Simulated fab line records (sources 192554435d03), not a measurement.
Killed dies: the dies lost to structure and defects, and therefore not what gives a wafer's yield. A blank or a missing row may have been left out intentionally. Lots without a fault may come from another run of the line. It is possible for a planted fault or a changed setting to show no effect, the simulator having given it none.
Struck lot and sound lot, side by side ; flow n5-finfet ; 39 steps out of a route of 1938
Sound: wafers L301.1, L301.3, L301.6. Struck: wafer L291.1. (L291.2, L291.3 of the same lot were not struck and are left out.) The cause comes at the end.
At each step with rows: each side's tool, then ch and its chambers, then its first start. Under that, the readings that differ: sound wafers ; struck wafers ; difference of the means ; sigmas: that difference in standard deviations of wafers without a fault.
alike: words and numbers the same on both sides, and readings whose means are apart by under 2 such deviations; not compared: readings that were withheld, readings missing a value for some wafer, numbers with overlapping values and no deviation given by the record, and bounds like >300 which may hide the same value.
Wherever a step has rows on one side only, a row that says differs or no value, or a row with sigmas, the two part there. When numbers do not overlap yet have no deviation, they are printed without sigmas and do not part them. A reading that every wafer of one side lacks parts them only if that side has two wafers or more.

first, 12 steps without rows for these wafers: N5_MOL_CONTACT_COAG_PRECLEAN_111 (cleans in NF3:NH3, afs cycles 1, time 20 s, sublimation time 60 s); N5_MOL_CONTACT_COAG_TI_SIL_19 (material Ti, target thk 4.2 nm, time 15 s); N5_MOL_CONTACT_COAG_ALD_20 (deposits TiN, target thk 1.5 nm, pulse time 1 s, purge time 3 s); N5_MOL_CONTACT_COAG_SIL_ANNEAL_21 (time 60 s); N5_MOL_CONTACT_COAG_PRE_CLEAN_141 (time 60 s); N5_MOL_CONTACT_COAG_SPUTTER_143 (material Co, target thk 2.5 nm); N5_MOL_CONTACT_COAG_CO_FILL_22 (material Co, precursor CCTBA/H2, target thk 20 nm); N5_MOL_CONTACT_COAG_ANNEAL_113 (time 300 s); N5_MOL_CONTACT_COAG_PRE_CLEAN_142 (time 60 s); N5_MOL_CONTACT_COAG_SPUTTER_130 (material Co, target thk 47.5 nm); N5_MOL_CONTACT_COAG_PRECLEAN_125 (cleans in DIW, time 57.5 s); N5_MOL_CONTACT_COAG_SRD_126 (dry time 32 s).
N5_MOL_CONTACT_COAG_CMP_23: polishes, stops on SiO2, t overpolish 1.5 s, target thk 0 nm.
  sound on cmp-03 ch 0,1,2, day 9 02:46; struck on cmp-02 ch 1, day 7 03:34
reading;sound;struck;difference;sigmas
model.SiNx_of_GATE_CUT_SAC_CAP_01.thk-nm (nm);18.4 18.4 18.4;16.6;-1.8;
  alike: motor-current-A, overpolish-run-s, slurry-filter-dp-kPa, time-to-endpoint-s
then, 3 steps without rows for these wafers: N5_MOL_CONTACT_COAG_WET_ETCH_26 (target Co, target depth 13 nm); N5_MOL_CONTACT_COAG_WET_ETCH_116 (etches the open film in SC1-inhibited, target depth 4.6 nm, rinse time 30 s); N5_MOL_CONTACT_COAG_ALD_27 (deposits SiOC, target thk 17 nm, pulse time 1.5 s, time 2720 s).
N5_MOL_CONTACT_COAG_CMP_28: polishes, stops on SiNx, t overpolish 0.85 s, target thk 14.522 nm.
  sound on cmp-04 ch 1,2,3, day 9 05:10; struck on cmp-02 ch 3, day 7 06:02
reading;sound;struck;difference;sigmas
model.SiNx_of_GATE_CUT_SAC_CAP_01.thk-nm (nm);18 18 18;16.4;-1.6;
  alike: motor-current-A, slurry-filter-dp-kPa
N5_MOL_CONTACT_COAG_THK_MEAS_29:
  sound: film-metro-01 at day 9 05:23; struck: film-metro-02 at day 7 06:20
reading;sound;struck;difference;sigmas
MD_CAP_THK (nm);17.99 18.03 17.98;16.33;-1.67;-22
then, 19 steps without rows for these wafers: N5_MOL_CONTACT_COAG_ALD_123 (deposits SiNx, target thk 5 nm, pulse time 1 s, purge time 2 s); N5_MOL_CONTACT_COAG_PECVD_31 (deposits SiO2 from TEOS/O2, target thk 46 nm, time 8.9 s); N5_MOL_CONTACT_COAG_COAT_75 (time 60 s, resist thk 60 nm); N5_MOL_CONTACT_COAG_COAT_76 (time 60 s, resist thk 10 nm); N5_MOL_CONTACT_COAG_COAT_77 (time 60 s, resist thk 10 nm); N5_MOL_CONTACT_COAG_COAT_78 (resist thk 40 nm); N5_MOL_CONTACT_COAG_EBR_80; N5_MOL_CONTACT_COAG_SOFTBAKE_79 (time 60 s); N5_MOL_CONTACT_COAG_EXPOSE_81 (exposes mask VG, defocus 0 nm); N5_MOL_CONTACT_COAG_PEB_82 (peb time 60 s); N5_MOL_CONTACT_COAG_DEVELOP_83 (develop time 30 s); N5_MOL_CONTACT_COAG_DESCUM_88 (chemistry O2, time 7 s); N5_MOL_CONTACT_COAG_ETCH_89 (etches underlayer in N2/H2, target depth 13 nm, time 10.4 s); N5_MOL_CONTACT_COAG_ETCH_90 (etches SiARC in CF4, target depth 13 nm, time 21.7 s); N5_MOL_CONTACT_COAG_ALD_131 (deposits SiO2, target thk 5 nm, pulse time 1 s, co reactant pulse time 1 s); N5_MOL_CONTACT_COAG_ETCHBACK_132 (etches SiO2 in CHF3, target depth 10 nm, time 6.7 s); N5_MOL_CONTACT_COAG_ETCH_91 (etches SOC in N2/H2, target depth 60 nm, overetch 21 nm, time 101.2 s); N5_MOL_CONTACT_COAG_STRIP_92 (strips in N2/H2); N5_MOL_CONTACT_COAG_STRIP_93 (strips in N2/H2).
N5_MOL_CONTACT_COAG_ETCH_47: etches SiNx in CH3F/O2, stops on W, target depth 27 nm.
  sound on rie-diel-01 ch 0,3, day 9 07:05; struck on rie-diel-04 ch 0, day 7 08:26
reading;sound;struck;difference;sigmas
chamber-pressure-mTorr (mTorr);30.004 30.003 30.022;30.081;+0.071;+3
etch-rf-on-time-s (s);32.3 31.3 32.7;29.0;-3.1;-5
model.etch.t-clear-s (s);26.95 26.09 27.22;24.15;-2.60;
model.MOL_CONTACT_COAG.feature-depth-nm (nm);18.6 18.6 18.6;16.8;-1.8;
model.etch.depth-nm (nm);17.97 18.01 17.99;16.32;-1.67;
  alike: drypump-motor-current-A, mfc-ar-sccm, oes_f_703_au, oes-product-au, rf-fwd-power-W, rf-vpp-V, showerhead-plenum-p-Torr, throttle-valve-pct
  not compared: rf-hours-counter-h
-- a jump in the record: the struck wafers' starts before and after are 8 days apart (it breaks off in module MOL_CONTACT_COAG and resumes in module PASSIVATION, where the first step shown is number 1936 of the route) --
N5_PASSIVATION_PROBE_49:
  sound: prober-02 at day 17 08:31; struck: prober-01 at day 15 02:56
reading;sound;struck;difference;sigmas
killed_at_M0_to_M3;33 18 11;43;+22;+2
killed_at_M4_up;24 25 25;11;-14;-2
  alike: killed-at-contacts, killed-at-front-end, killed-at-other, killed-dies, killed-open, killed-short

== WHERE THEY PART ==
Earliest at N5_MOL_CONTACT_COAG_THK_MEAS_29; latest, in this record, at N5_PASSIVATION_PROBE_49.

WHY: the cause the simulator had injected
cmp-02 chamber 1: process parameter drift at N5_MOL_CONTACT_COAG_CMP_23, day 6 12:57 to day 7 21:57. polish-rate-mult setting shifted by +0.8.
